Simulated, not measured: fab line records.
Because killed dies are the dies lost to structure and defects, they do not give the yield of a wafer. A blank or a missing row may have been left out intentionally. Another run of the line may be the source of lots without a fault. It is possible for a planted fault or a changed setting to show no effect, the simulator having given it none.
fab line records	flow n5Finfet
record lots=7	wafers=39
route steps=1938 shown ZERO_LAYER@4 FIN_SAQP@125 SD_EPI_N@279 HKMG_FIN@429 MOL_CONTACT_COAG@532 BEOL_M0_SAQP@638 BEOL_M3@977 BEOL_M4@1108 BEOL_M8@1348 BEOL_M9@1460 BEOL_M11@1536 BEOL_M15@1802 MIM_BOT_ETCH@1866 PASSIVATION@1936
startH: hours from the record's opening day to when the first of the lot's shown wafers began	waitH: time in hours since the lot's previous step	" the same as in the row above	L1.1+2: one row covering several wafers at once	- value missing, or start not given	* or withheld: withheld	< > ~ a bound
route shown NAME@n: names a module that has steps shown in the file, with the first one's number in the route	usual: mean/standard deviation taken from wafers without a fault	same: alike in all rows	chamber/n: place in a boat	sites: per-site readings	_std_site: the values' standard deviation	_edge_site: mean of outer sites minus mean of inner sites	radiusMm: how far each site lies from the wafer's centre	mask NAME#n: copy n	behind: the last tool/chamber to shape the wafer	hold: the reason the lot was held/the length of the hold in hours/how it ended	device: the transistor (n, p or np) that didn't switch	end of line: the tests these same wafers got at the end of their route	a step with no rows: only its recipe	killed: dies lost to structure and defects at the first sort, not the wafer's yield	map: a wafer's dies, x killed, . not, _ none there
set.NAME: the setting the step ran with; set.NAME@STEP: the setting that earlier step ran with	model.NAME: the simulator's own value behind a step, which no gauge read
lots run with intentionally changed settings; tables by step, rows by wafer
## steps
# step N5_ZERO_LAYER_PECVD_02
# recipe material=SiO2	targetThkA=100	tempC=400	precursor=SiH4/N2O	pressureTorr=0.75	rfW=275	timeS=6
# step N5_FIN_SAQP_SPACER1_ALD_24
# recipe material=SiO2	targetThkA=203	tempC=300	aldPrecursorFamily=BDEAS	aldCoReactant=O2-plasma	pulseTimeS=1	purgeTimeS=2	coReactantPurgeTimeS=2	aldCycles=218	pressureTorr=2
# step N5_SD_EPI_N_ETCH_16
# recipe chemistry=CHF3/O2	target=SiO2	targetDepthA=50	maskMaterial=SOC	pressureMtorr=30	sourceW=650	biasW=170	Ar_flow_sccm=200	CHF3_flow_sccm=50	O2_flow_sccm=5	ionEnergyEv=200
# step N5_HKMG_FIN_DEVELOP_11
# recipe developTimeS=30	developer=TMAH	resist=CAR-ArF	devTempC=23	rinseLiquid=diw	dry=airSpin
# step N5_MOL_CONTACT_COAG_ETCH_106
# recipe chemistry=N2/H2	target=SOC	targetDepthA=800	overetchA=160	maskMaterial=SiARC	tempC=40	timeS=120	ionEnergyEv=200	pressureMtorr=30	sourceW=840	biasW=150	n2FlowSccm=200	h2FlowSccm=200
# step N5_BEOL_M0_SAQP_PECVD_04
# recipe material=a-Si	targetThkA=600	tempC=350	precursor=SiH4/He	pressureTorr=3	rfW=100	timeS=60.2
# step N5_BEOL_M3_VIA_ETCH_34
# recipe chemistry=C4F6/O2	targetDepthA=694	maskMaterial=SOC	pressureMtorr=15	ionEnergyEv=250	taperDeg=4	timeS=65.9	sourceW=350	biasW=170	Ar_flow_sccm=300	C4F6_flow_sccm=10	O2_flow_sccm=10
# step N5_BEOL_M4_DEP_57
# recipe material=SiCN	targetThkA=80	tempC=withheld	precursor=3MS/NH3	pressureTorr=3	rfW=202	timeS=14
# step N5_BEOL_M8_DESCUM_16
# recipe chemistry=O2	timeS=7.9	sourcePowerW=50	biasPowerW=20	pressureMtorr=20	rfFrequencyHz=2.712e+07	tempC=40	resist=CAR-ArF	o2FlowSccm=225
# step N5_BEOL_M9_CVD_78
# recipe material=Co	targetThkA=20	tempC=withheld	precursor=CCTBA/H2	pressureTorr=30	timeS=138.9
# step N5_BEOL_M11_ILD_DEP_00
# recipe material=SiCOH_lowk	targetThkA=3085.1	tempC=300	precursor=DEMS/porogen	pressureTorr=5	rfW=500	timeS=58
# step N5_BEOL_M15_DEVELOP_27
# recipe developTimeS=45	rinseLiquid=diw	dry=airSpin	devTempC=21
# step N5_MIM_BOT_ETCH_ETCH_04
# recipe chemistry=CF4/O2	target=SiNx	targetDepthA=260	timeS=13	ionEnergyEv=100	pressureMtorr=40	sourceW=535	biasW=49	Ar_flow_sccm=100	cf4FlowSccm=100	O2_flow_sccm=10
# step N5_PASSIVATION_PROBE_49
# usual killedAtContacts=13/5.5
lot.wafer	tool	chamber	startH	waitH	set.timeS@ZERO_LAYER_PECVD_02	set.aldCycles@FIN_SAQP_SPACER1_ALD_24	set.targetDepthA@SD_EPI_N_ETCH_16	set.developTimeS@HKMG_FIN_DEVELOP_11	set.targetDepthA@MOL_CONTACT_COAG_ETCH_106	set.timeS@BEOL_M0_SAQP_PECVD_04	set.targetDepthA@BEOL_M3_VIA_ETCH_34	set.targetThkA@BEOL_M4_DEP_57	set.timeS@BEOL_M8_DESCUM_16	set.targetThkA@BEOL_M9_CVD_78	set.timeS@BEOL_M11_ILD_DEP_00	set.developTimeS@BEOL_M15_DEVELOP_27	set.timeS@MIM_BOT_ETCH_ETCH_04	killedAtContacts
L077.1	prober-01	-	298.87	0.0	6	301	50	44.66	621.1	60.2	694	80	7.9	20	58	45	7.943	27
L077.2	prober-01	-	298.92	0.1	6	218	50	30	621.1	60.2	694	80	7.9	20	58	45	13	177
L077.3	prober-01	-	298.97	0.1	8.211	301	34.67	30	800	60.2	694	80	7.9	27.55	58	45	13	8
L077.4	prober-01	-	299.02	0.2	8.211	218	34.67	44.66	621.1	60.2	694	80	11.41	27.55	58	45	7.943	612
L077.5	prober-01	-	299.07	0.2	6	301	34.67	44.66	800	60.2	694	80	11.41	20	58	45	13	14
L077.6	prober-01	-	299.12	0.3	8.211	218	50	30	800	60.2	694	80	11.41	27.55	58	45	7.943	8
L083.1	prober-02	-	338.61	0.0	6	171	50	30	800	31.99	896.7	80	10.89	20	58	54.05	13	9
L083.2	prober-02	-	338.66	0.1	8.57	171	31.11	44.96	612.4	60.2	694	63.98	10.89	20	58	45	17.06	27
L083.3	prober-02	-	338.71	0.1	6	218	31.11	44.96	800	60.2	896.7	63.98	7.9	12.35	58	54.05	13	19
L083.4	prober-02	-	338.76	0.2	8.57	171	50	44.96	800	31.99	694	80	7.9	12.35	40.41	45	13	5
L083.5	prober-02	-	338.81	0.2	6	218	31.11	30	612.4	31.99	694	63.98	10.89	12.35	40.41	45	17.06	633
L083.6	prober-02	-	338.86	0.3	8.57	218	50	30	612.4	60.2	896.7	80	7.9	20	40.41	54.05	17.06	447
L086.1	prober-02	-	364.53	0.0	6	218	63.11	30	800	60.2	694	62.95	7.9	10.66	84.86	65.2	13	13
L086.2	prober-02	-	364.58	0.1	6	218	50	43.95	800	48.46	1028	80	10.29	20	84.86	45	13	6
L086.3	prober-02	-	364.63	0.1	6	115	63.11	30	540.5	48.46	1028	62.95	7.9	10.66	58	45	13	14
L086.4	prober-02	-	364.68	0.2	6	218	50	43.95	540.5	48.46	694	80	7.9	20	84.86	65.2	13	1086
L086.5	prober-02	-	364.73	0.2	6	115	50	30	540.5	60.2	694	80	10.29	10.66	58	45	13	12
L086.6	prober-02	-	364.78	0.3	6	115	63.11	43.95	800	60.2	1028	62.95	10.29	20	58	65.2	13	20
L092.1	prober-02	-	368.44	0.0	7.383	218	50	19.69	800	49.83	694	50.25	7.9	20	58	45	13	14
L092.2	prober-02	-	368.49	0.1	6	218	50	30	800	60.2	694	50.25	12.15	20	58	45	13	11
L092.3	prober-02	-	368.54	0.1	7.383	218	39.48	30	388.1	60.2	694	80	7.9	29.7	58	45	13	1074
L092.4	prober-02	-	368.59	0.2	6	218	39.48	19.69	388.1	60.2	694	80	12.15	20	58	45	18.67	1082
L092.5	prober-02	-	368.64	0.2	6	218	39.48	19.69	800	49.83	694	80	7.9	29.7	58	45	18.67	13
L092.6	prober-02	-	368.69	0.3	7.383	218	50	30	388.1	49.83	694	50.25	12.15	29.7	58	45	18.67	1075
L090.1	prober-02	-	376.28	0.0	4.594	111	68.99	30	1125	60.2	694	80	7.9	20	90.85	45	17.39	18
L090.2	prober-02	-	376.33	0.1	6	111	50	30	800	49.16	694	80	7.9	20	58	21.79	13	9
L090.3	prober-02	-	376.38	0.1	4.594	218	50	30	1125	49.16	555.4	80	12.32	20	90.85	21.79	13	9
L090.4	prober-02	-	376.43	0.2	6	218	50	30	1125	60.2	555.4	80	7.9	20	90.85	45	13	10
L090.5	prober-02	-	376.48	0.2	4.594	111	68.99	30	800	60.2	694	80	12.32	20	58	45	17.39	11
L090.6	prober-02	-	376.53	0.3	6	218	68.99	30	800	49.16	555.4	80	12.32	20	58	21.79	17.39	12
L094.1	prober-01	-	407.30	0.0	6	218	50	30	800	73.24	694	80	11.27	20	28.98	25.08	7.827	7
L094.2	prober-01	-	407.35	0.1	4.316	152	50	30	800	60.2	694	80	11.27	20	28.98	45	13	18
L094.3	prober-01	-	407.40	0.1	4.316	152	40.04	30	800	73.24	694	80	11.27	20	58	45	13	12
L094.4	prober-01	-	407.45	0.2	6	218	40.04	30	800	73.24	694	80	7.9	20	28.98	25.08	7.827	12
L094.5	prober-01	-	407.50	0.2	4.316	218	50	30	800	60.2	694	80	7.9	20	58	25.08	13	18
L094.6	prober-01	-	407.55	0.3	6	152	40.04	30	800	60.2	694	80	7.9	20	58	45	7.827	18
L096.3	prober-02	-	419.94	0.1	6	218	50	30	800	60.2	694	80	7.9	20	58	45	13	10
L096.4	prober-02	-	419.99	0.2	6	218	50	30	800	60.2	694	80	7.9	20	58	45	13	8
L096.5	prober-02	-	420.04	0.2	6	218	50	30	800	60.2	694	80	7.9	20	58	45	13	17
# killed by level:class
L077.1 FIN_SAQP:areaAld=1045 MOL_CONTACT_COAG:geometricParticle:open=21 STI_FIN_REVEAL:geometricParticle:open=19 BEOL_M4:geometricParticle:open=12 FIN_SAQP:geometricParticle:open=11 BEOL_M3:geometricParticle:open=10 FIN_SAQP:geometricParticle:short=7 MOL_CONTACT_COAG:geometricParticle:short=6
L077.2 MOL_CONTACT_COAG:areaEtch=169 FIN_SAQP:geometricParticle:open=10 FIN_SAQP:geometricParticle:short=7 BEOL_M3:geometricParticle:open=7 STI_FIN_REVEAL:geometricParticle:open=7 MOL_CONTACT_COAG:geometricParticle:open=6 BEOL_M4:geometricParticle:open=6 BEOL_M4:geometricParticle:short=6
L077.3 FIN_SAQP:areaAld=1091 FIN_SAQP:geometricParticle:short=13 FIN_SAQP:geometricParticle:open=11 MOL_CONTACT_COAG:geometricParticle:open=7 BEOL_M4:geometricParticle:open=7 STI_FIN_REVEAL:geometricParticle:open=5 BEOL_M3:geometricParticle:open=5 BEOL_M0:geometricParticle:open=4
L077.4 MOL_CONTACT_COAG:areaEtch=600 MIM_BOT_ETCH:areaEtch=205 FIN_SAQP:geometricParticle:short=15 FIN_SAQP:geometricParticle:open=8 MOL_CONTACT_COAG:geometricParticle:open=8 BEOL_M0_SAQP:geometricParticle:open=8 STI_FIN_REVEAL:geometricParticle:open=7 BEOL_M0_SAQP:geometricParticle:short=7
L077.5 FIN_SAQP:areaAld=1083 STI_FIN_REVEAL:geometricParticle:open=13 MOL_CONTACT_COAG:geometricParticle:open=9 BEOL_M0_SAQP:geometricParticle:open=9 BEOL_M4:geometricParticle:open=8 FIN_SAQP:geometricParticle:short=6 BEOL_M3:geometricParticle:open=6 FIN_SAQP:geometricParticle:open=5
L077.6 MIM_BOT_ETCH:areaEtch=354 FIN_SAQP:geometricParticle:open=22 FIN_SAQP:geometricParticle:short=13 BEOL_M4:geometricParticle:open=8 MOL_CONTACT_COAG:geometricParticle:open=8 BEOL_M3:geometricParticle:open=7 STI_FIN_REVEAL:geometricParticle:short=6 STI_FIN_REVEAL:geometricParticle:open=5
L083.1 FIN_SAQP:areaAld=1067 BEOL_M1:geometricParticle:open=14 STI_FIN_REVEAL:geometricParticle:open=9 BEOL_M0_SAQP:geometricParticle:short=7 BEOL_M4:geometricParticle:open=7 STARTING-WAFER:geometricParticle:short=7 BEOL_M2:geometricParticle:open=6 BEOL_M0_SAQP:geometricParticle:open=5
L083.2 FIN_SAQP:areaAld=1057 MOL_CONTACT_COAG:areaEtch=23 FIN_SAQP:geometricParticle:open=9 FIN_SAQP:geometricParticle:short=8 BEOL_M0_SAQP:geometricParticle:open=8 BEOL_M1:geometricParticle:open=8 STI_FIN_REVEAL:geometricParticle:open=6 BEOL_M0_SAQP:geometricParticle:short=6
L083.3 MOL_CONTACT_COAG:geometricParticle:open=12 BEOL_M0_SAQP:geometricParticle:short=9 BEOL_M3:geometricParticle:open=8 BEOL_M0_SAQP:geometricParticle:open=8 DUMMY_GATE:geometricParticle:open=7 BEOL_M1:geometricParticle:open=6 BEOL_M2:geometricParticle:open=6 FIN_SAQP:geometricParticle:short=5
L083.4 FIN_SAQP:areaAld=1062 BEOL_M0_SAQP:geometricParticle:open=15 BEOL_M2:geometricParticle:open=9 STI_FIN_REVEAL:geometricParticle:open=8 BEOL_M4:geometricParticle:open=8 FIN_SAQP:geometricParticle:open=6 BEOL_M0_SAQP:geometricParticle:short=6 BEOL_M3:geometricParticle:open=6
L083.5 MOL_CONTACT_COAG:areaEtch=622 BEOL_M0_SAQP:geometricParticle:open=13 STI_FIN_REVEAL:geometricParticle:open=11 BEOL_M2:geometricParticle:open=11 FIN_SAQP:geometricParticle:open=9 MOL_CONTACT_COAG:geometricParticle:open=9 BEOL_M4:geometricParticle:open=8 BEOL_M3:geometricParticle:open=7
L083.6 MOL_CONTACT_COAG:areaEtch=433 BEOL_M0_SAQP:geometricParticle:open=15 BEOL_M0_SAQP:geometricParticle:short=13 FIN_SAQP:geometricParticle:open=10 MOL_CONTACT_COAG:geometricParticle:open=9 DUMMY_GATE:geometricParticle:open=7 BEOL_M1:geometricParticle:open=7 MOL_CONTACT_COAG:geometricParticle:short=5
L086.1 BEOL_M11:areaEtch=1101 BEOL_M3:geometricParticle:open=10 MOL_CONTACT_COAG:geometricParticle:open=8 BEOL_M0_SAQP:geometricParticle:short=8 GATE_CUT:geometricParticle:short=5 MOL_CONTACT_COAG:geometricParticle:short=5 BEOL_M1:geometricParticle:open=5 BEOL_M4:geometricParticle:open=4
L086.2 BEOL_M11:areaEtch=1070 STI_FIN_REVEAL:geometricParticle:open=13 GATE_CUT:geometricParticle:short=10 BEOL_M2:geometricParticle:open=9 BEOL_M3:geometricParticle:open=8 BEOL_M0_SAQP:geometricParticle:open=7 FIN_SAQP:geometricParticle:open=6 GATE_CUT:geometricParticle:open=6
L086.3 FIN_SAQP:areaAld=1056 BEOL_M0_SAQP:geometricParticle:short=16 BEOL_M3:geometricParticle:open=15 MOL_CONTACT_COAG:geometricParticle:open=14 BEOL_M1:geometricParticle:open=13 BEOL_M0_SAQP:geometricParticle:open=12 GATE_CUT:geometricParticle:short=10 BEOL_M1:geometricParticle:short=6
L086.4 MOL_CONTACT_COAG:areaEtch=1078 BEOL_M11:areaEtch=12 GATE_CUT:geometricParticle:short=11 BEOL_M0_SAQP:geometricParticle:open=10 BEOL_M3:geometricParticle:open=10 GATE_CUT:geometricParticle:open=8 MOL_CONTACT_COAG:geometricParticle:open=8 BEOL_M4:geometricParticle:open=6
L086.5 FIN_SAQP:areaAld=1074 BEOL_M0_SAQP:geometricParticle:short=20 BEOL_M3:geometricParticle:open=11 BEOL_M0_SAQP:geometricParticle:open=10 MOL_CONTACT_COAG:geometricParticle:open=9 FIN_SAQP:geometricParticle:open=7 GATE_CUT:geometricParticle:open=6 GATE_CUT:geometricParticle:short=6
L086.6 FIN_SAQP:areaAld=1073 MOL_CONTACT_COAG:geometricParticle:open=19 BEOL_M3:geometricParticle:open=12 BEOL_M0_SAQP:geometricParticle:short=9 STI_FIN_REVEAL:geometricParticle:open=7 GATE_CUT:geometricParticle:open=7 GATE_CUT:geometricParticle:short=7 BEOL_M0_SAQP:geometricParticle:open=6
L092.1 BEOL_M0_SAQP:geometricParticle:open=19 BEOL_M0_SAQP:geometricParticle:short=18 BEOL_M4:geometricParticle:open=10 MOL_CONTACT_COAG:geometricParticle:open=7 BEOL_M1:geometricParticle:open=7 BEOL_M2:geometricParticle:open=6 STI_FIN_REVEAL:geometricParticle:open=5 DUMMY_GATE:geometricParticle:open=5
L092.2 BEOL_M0_SAQP:geometricParticle:open=13 BEOL_M0_SAQP:geometricParticle:short=11 MOL_CONTACT_COAG:geometricParticle:open=10 STI_FIN_REVEAL:geometricParticle:open=8 FIN_SAQP:geometricParticle:short=7 BEOL_M1:geometricParticle:open=7 GATE_CUT:geometricParticle:short=6 STARTING-WAFER:geometricParticle:open=5
L092.3 MOL_CONTACT_COAG:areaEtch=1071 BEOL_M0_SAQP:geometricParticle:open=11 BEOL_M3:geometricParticle:open=10 BEOL_M1:geometricParticle:open=9 BEOL_M0_SAQP:geometricParticle:short=7 DUMMY_GATE:geometricParticle:open=6 BEOL_M4:geometricParticle:short=6 BEOL_M2:geometricParticle:open=5
L092.4 MOL_CONTACT_COAG:areaEtch=1065 DUMMY_GATE:geometricParticle:open=12 BEOL_M1:geometricParticle:open=11 MOL_CONTACT_COAG:geometricParticle:open=10 BEOL_M0_SAQP:geometricParticle:open=9 MOL_CONTACT_COAG:geometricParticle:short=7 BEOL_M0_SAQP:geometricParticle:short=7 BEOL_M3:geometricParticle:open=6
L092.5 BEOL_M1:geometricParticle:open=13 BEOL_M4:geometricParticle:open=9 BEOL_M0_SAQP:geometricParticle:open=9 MOL_CONTACT_COAG:geometricParticle:open=7 FIN_SAQP:geometricParticle:short=5 BEOL_M0_SAQP:geometricParticle:short=5 STI_FIN_REVEAL:geometricParticle:open=4 DUMMY_GATE:geometricParticle:open=4
L092.6 MOL_CONTACT_COAG:areaEtch=1067 BEOL_M0_SAQP:geometricParticle:open=12 BEOL_M0_SAQP:geometricParticle:short=9 STI_FIN_REVEAL:geometricParticle:open=8 BEOL_M1:geometricParticle:open=7 BEOL_M4:geometricParticle:open=7 DUMMY_GATE:geometricParticle:open=6 MOL_CONTACT_COAG:geometricParticle:open=6
L090.1 FIN_SAQP:areaAld=1085 MOL_CONTACT_COAG:geometricParticle:open=16 BEOL_M0_SAQP:geometricParticle:open=8 FIN_SAQP:geometricParticle:open=7 BEOL_M0_SAQP:geometricParticle:short=7 BEOL_M5:geometricParticle:open=6 BEOL_M0:geometricParticle:open=6 STI_FIN_REVEAL:geometricParticle:open=5
L090.2 FIN_SAQP:areaAld=1087 MOL_CONTACT_COAG:geometricParticle:open=8 BEOL_M4:geometricParticle:open=8 DUMMY_GATE:geometricParticle:open=7 BEOL_M0_SAQP:geometricParticle:short=7 FIN_SAQP:geometricParticle:open=6 STI_FIN_REVEAL:geometricParticle:open=6 GATE_CUT:geometricParticle:short=6
L090.3 BEOL_M11:areaEtch=1085 BEOL_M0_SAQP:geometricParticle:short=15 BEOL_M0_SAQP:geometricParticle:open=14 MOL_CONTACT_COAG:geometricParticle:open=7 BEOL_M3:geometricParticle:short=7 FIN_SAQP:geometricParticle:open=5 FIN_SAQP:geometricParticle:short=5 STI_FIN_REVEAL:geometricParticle:open=5
L090.4 BEOL_M11:areaEtch=1052 BEOL_M0_SAQP:geometricParticle:open=26 BEOL_M0_SAQP:geometricParticle:short=22 STI_FIN_REVEAL:geometricParticle:open=14 FIN_SAQP:geometricParticle:open=10 MOL_CONTACT_COAG:geometricParticle:open=9 BEOL_M2:geometricParticle:open=9 FIN_SAQP:geometricParticle:short=4
L090.5 FIN_SAQP:areaAld=1085 MOL_CONTACT_COAG:geometricParticle:open=10 BEOL_M0_SAQP:geometricParticle:short=10 BEOL_M0_SAQP:geometricParticle:open=10 STI_FIN_REVEAL:geometricParticle:open=8 FIN_SAQP:geometricParticle:open=7 BEOL_M1:geometricParticle:open=5 BEOL_M5:geometricParticle:open=5
L090.6 BEOL_M2:geometricParticle:open=12 BEOL_M3:geometricParticle:open=10 MOL_CONTACT_COAG:geometricParticle:open=9 FIN_SAQP:geometricParticle:open=8 BEOL_M0_SAQP:geometricParticle:short=8 BEOL_M1:geometricParticle:open=8 BEOL_M0_SAQP:geometricParticle:open=7 STI_FIN_REVEAL:geometricParticle:open=5
L094.1 BEOL_M11:areaDep=1088 FIN_SAQP:geometricParticle:open=7 STI_FIN_REVEAL:geometricParticle:open=7 BEOL_M0_SAQP:geometricParticle:open=6 FIN_SAQP:geometricParticle:short=5 MOL_CONTACT_COAG:geometricParticle:open=5 BEOL_M1:geometricParticle:open=5 MIM_BOT_ETCH:areaEtch=4
L094.2 FIN_SAQP:areaAld=1085 MOL_CONTACT_COAG:geometricParticle:open=12 BEOL_M0_SAQP:geometricParticle:short=10 BEOL_M2:geometricParticle:open=7 STI_FIN_REVEAL:geometricParticle:open=6 MOL_CONTACT_COAG:geometricParticle:short=6 FIN_SAQP:geometricParticle:open=5 BEOL_M1:geometricParticle:open=5
L094.3 FIN_SAQP:areaAld=1125 BEOL_M3:geometricParticle:open=10 MOL_CONTACT_COAG:geometricParticle:open=8 STI_FIN_REVEAL:geometricParticle:open=4 MOL_CONTACT_COAG:geometricParticle:short=4 BEOL_M2:geometricParticle:open=4 DUMMY_GATE:geometricParticle:open=3 BEOL_M0_SAQP:geometricParticle:open=3
L094.4 BEOL_M11:areaDep=1082 MOL_CONTACT_COAG:geometricParticle:open=11 BEOL_M1:geometricParticle:open=9 MIM_BOT_ETCH:areaEtch=6 FIN_SAQP:geometricParticle:short=5 FIN_SAQP:geometricParticle:open=5 BEOL_M3:geometricParticle:open=5 HKMG_FIN:areaEtch=4
L094.5 STI_FIN_REVEAL:geometricParticle:open=18 MOL_CONTACT_COAG:geometricParticle:open=16 FIN_SAQP:geometricParticle:short=6 BEOL_M4:geometricParticle:open=6 BEOL_M1:geometricParticle:open=5 DUMMY_GATE:geometricParticle:open=4 BEOL_M0:geometricParticle:open=4 FIN_SAQP:geometricParticle:open=2
L094.6 FIN_SAQP:areaAld=1086 STI_FIN_REVEAL:geometricParticle:open=19 MOL_CONTACT_COAG:geometricParticle:open=13 STI_FIN_REVEAL:geometricParticle:short=7 DUMMY_GATE:geometricParticle:open=7 MOL_CONTACT_COAG:geometricParticle:short=5 BEOL_M1:geometricParticle:open=4 BEOL_M2:geometricParticle:open=4
L096.3 STI_FIN_REVEAL:geometricParticle:open=18 FIN_SAQP:geometricParticle:open=9 MOL_CONTACT_COAG:geometricParticle:open=7 BEOL_M0_SAQP:geometricParticle:open=7 BEOL_M3:geometricParticle:open=6 BEOL_M0:geometricParticle:open=5 GATE_CUT:geometricParticle:open=5 BEOL_M0_SAQP:geometricParticle:short=5
L096.4 FIN_SAQP:geometricParticle:open=16 FIN_SAQP:geometricParticle:short=9 BEOL_M1:geometricParticle:open=8 BEOL_M0_SAQP:geometricParticle:open=7 MOL_CONTACT_COAG:geometricParticle:open=4 MOL_CONTACT_COAG:geometricParticle:short=4 BEOL_M0_SAQP:geometricParticle:short=4 BEOL_M4:geometricParticle:open=4
L096.5 MOL_CONTACT_COAG:geometricParticle:open=14 STI_FIN_REVEAL:geometricParticle:open=8 BEOL_M0_SAQP:geometricParticle:short=7 BEOL_M0_SAQP:geometricParticle:open=7 BEOL_M1:geometricParticle:open=7 FIN_SAQP:geometricParticle:short=5 BEOL_M3:geometricParticle:open=5 BEOL_M4:geometricParticle:open=5
## key
split step=N5_ZERO_LAYER_PECVD_02	setting=timeS	statedAs=6
response none clear
split step=N5_FIN_SAQP_SPACER1_ALD_24	setting=aldCycles	statedAs=218
response none clear
split step=N5_SD_EPI_N_ETCH_16	setting=targetDepthA	statedAs=50
response none clear
split step=N5_HKMG_FIN_DEVELOP_11	setting=developTimeS	statedAs=30
response none clear
split step=N5_MOL_CONTACT_COAG_ETCH_106	setting=targetDepthA	statedAs=800
response step=N5_PASSIVATION_PROBE_49	reading=killedAtContacts	slope=-15.7	per=1%	togetherWith=all	explained=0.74
split step=N5_BEOL_M0_SAQP_PECVD_04	setting=timeS	statedAs=60.2
response none clear
split step=N5_BEOL_M3_VIA_ETCH_34	setting=targetDepthA	statedAs=694
response none clear
split step=N5_BEOL_M4_DEP_57	setting=targetThkA	statedAs=80
response none clear
split step=N5_BEOL_M8_DESCUM_16	setting=timeS	statedAs=7.9
response none clear
split step=N5_BEOL_M9_CVD_78	setting=targetThkA	statedAs=20
response none clear
split step=N5_BEOL_M11_ILD_DEP_00	setting=timeS	statedAs=58
response none clear
split step=N5_BEOL_M15_DEVELOP_27	setting=developTimeS	statedAs=45
response none clear
split step=N5_MIM_BOT_ETCH_ETCH_04	setting=timeS	statedAs=13
response none clear
